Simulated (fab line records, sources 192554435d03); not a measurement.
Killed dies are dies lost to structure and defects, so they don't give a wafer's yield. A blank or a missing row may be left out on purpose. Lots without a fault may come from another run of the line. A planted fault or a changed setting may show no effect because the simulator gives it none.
A struck lot beside a sound one | flow n5_finfet | 20 steps out of a route of 1938
Sound: wafers L781.1, L781.4, L781.6. Struck: wafers L793.1, L793.4, L793.5. The cause comes at the end.
At each step with rows: each side's tool, then ch and its chambers, then its first start. Under that, the readings that differ: sound wafers | struck wafers | difference of the means | sigmas: that difference in standard deviations of wafers without a fault.
alike: readings whose means differ by less than 2 such deviations, and words and numbers that are the same on both sides. not compared: withheld readings, readings that some wafer has no value for, bounds like >300 that may hide the same value, and numbers for which the record gives no deviation and whose values overlap.
The two part at a step that has a row with sigmas, a row that says differs or no value, or rows on one side only. Numbers that don't overlap but have no deviation are shown without sigmas and don't part them. A reading that every wafer of one side lacks parts them only if that side has two wafers or more.

first, 6 steps without rows for these wafers: N5_BEOL_M0_SAQP_COAT_34 (resist thk 30 nm); N5_BEOL_M0_SAQP_EBR_36; N5_BEOL_M0_SAQP_SOFTBAKE_35 (time 60 s); N5_BEOL_M0_SAQP_EXPOSE_37 (exposes mask M0 CUT1, target cd 30 nm); N5_BEOL_M0_SAQP_PEB_38 (peb time 60 s); N5_BEOL_M0_SAQP_DEVELOP_39 (develop time 30 s).
N5_BEOL_M0_SAQP_CD_MEAS_40: target cd 30 nm.
  sound on cd_sem-01 ch 0, day 5 15:52; struck on cd_sem-01 ch 0, day 8 23:52
  alike: cd_nm
N5_BEOL_M0_SAQP_OVL_MEAS_41:
  sound on overlay-02 ch 0, day 5 15:55; struck on overlay-02 ch 0, day 8 23:54
  alike: M0_CUT1_OVL
N5_BEOL_M0_SAQP_INSPECT_42: inspects for defects (brightfield).
  sound on defect_inspect-02, day 5 15:58; struck on defect_inspect-01, day 8 23:58
  alike: raw_defect_count
N5_BEOL_M0_SAQP_DESCUM_45: chemistry O2, time 7 s.
  sound on rie_diel-05 ch 2,3, day 5 16:00; struck on rie_diel-05 ch 0,2,3, day 8 23:59
  alike: drypump_motor_current_A, o2_flow_sccm, oes_product_au, rf_vpp_V, showerhead_plenum_p_Torr, throttle_valve_pct
  not compared: rf_hours_counter_h
N5_BEOL_M0_SAQP_ETCH_88: etches underlayer in N2/H2, target depth 6.5 nm, time 5.2 s.
  sound on rie_diel-05 ch 2,3, day 5 16:02; struck on rie_diel-05 ch 0,2,3, day 9 00:02
  alike: drypump_motor_current_A, etch_rf_on_time_s, oes_product_au, rf_vpp_V, showerhead_plenum_p_Torr, throttle_valve_pct
  not compared: rf_hours_counter_h
N5_BEOL_M0_SAQP_ETCH_73: etches SiARC in CF4, target depth 19.5 nm, time 32.5 s.
  sound on rie_diel-05 ch 2,3, day 5 16:03; struck on rie_diel-05 ch 0,2,3, day 9 00:02
  alike: drypump_motor_current_A, etch_rf_on_time_s, oes_product_au, rf_vpp_V, showerhead_plenum_p_Torr, throttle_valve_pct
  not compared: rf_hours_counter_h
N5_BEOL_M0_SAQP_CUT_ETCH_46: etches SOC in N2/H2, target depth 135 nm, overetch 27 nm, time 202.5 s.
  sound on rie_diel-05 ch 2,3, day 5 16:05; struck on rie_diel-05 ch 0,2,3, day 9 00:05
  reading                                         | sound          | struck       | difference | sigmas
  model.SiARC_of_BEOL_M0_SAQP_COAT_72.thk_nm (nm) | 5.2 5 5        | 6.6 6.6 6.6  | +1.5       |
  model.BEOL_M0_SAQP.cd_nm (nm)                   | 30.4 30.6 30.6 | 29.4 29 29.2 | -1.3       |
  alike: drypump_motor_current_A, rf_vpp_V, showerhead_plenum_p_Torr, throttle_valve_pct
  not compared: rf_hours_counter_h
then, 2 steps without rows for these wafers: N5_BEOL_M0_SAQP_STRIP_74 (strips in N2/H2); N5_BEOL_M0_SAQP_STRIP_89 (strips in N2/H2).
N5_BEOL_M0_SAQP_ALD_48: deposits SiO2, target thk 20 nm, pulse time 1 s, co reactant pulse time 1 s.
  sound on ald_sin-02 ch 0,2, day 5 16:35; struck on ald_sin-03 ch 1,2,3, day 9 00:28
  alike: heater_power_w, precursor_pulse_height_rel
N5_BEOL_M0_SAQP_ETCH_49: etches SiO2 in CF4/O2, target depth 37 nm.
  sound on rie_diel-04 ch 0,1,3, day 5 17:07; struck on rie_diel-05 ch 0,1,2, day 9 00:59
  reading                       | sound          | struck       | difference | sigmas
  model.BEOL_M0_SAQP.cd_nm (nm) | 30.4 30.4 30.4 | 29.4 28.8 29 | -1.3       |
  alike: O2_flow_sccm, drypump_motor_current_A, oes_product_au, rf_vpp_V, showerhead_plenum_p_Torr, throttle_valve_pct
  not compared: rf_hours_counter_h
N5_BEOL_M0_SAQP_STRIP_75: strips in CF4.
  sound on rie_diel-04 ch 0,1,3, day 5 17:13; struck on rie_diel-05 ch 0,1,2, day 9 01:05
  alike: drypump_motor_current_A, oes_product_au, rf_vpp_V, showerhead_plenum_p_Torr, throttle_valve_pct
  not compared: rf_hours_counter_h
-- the record jumps here: 3 days lie between the struck wafers' starts before and after (it left off in module BEOL_M0_SAQP and takes up again in module BEOL_M4, whose first step shown is number 1111 of the route) --
N5_BEOL_M4_RC_MEAS_101:
  sound on prober-01 ch 0, day 7 21:38; struck on prober-01 ch 0, day 11 16:16
  alike: DIBL_N, DIBL_P, IOFF_N, IOFF_P, ION_N, ION_P, SS_N, SS_P, VT_N, VT_P
then, 1 step without rows for these wafers: N5_PASSIVATION_PROBE_49.

WHERE THEY PART
Nowhere in this record.

WHY: what the simulator had put in
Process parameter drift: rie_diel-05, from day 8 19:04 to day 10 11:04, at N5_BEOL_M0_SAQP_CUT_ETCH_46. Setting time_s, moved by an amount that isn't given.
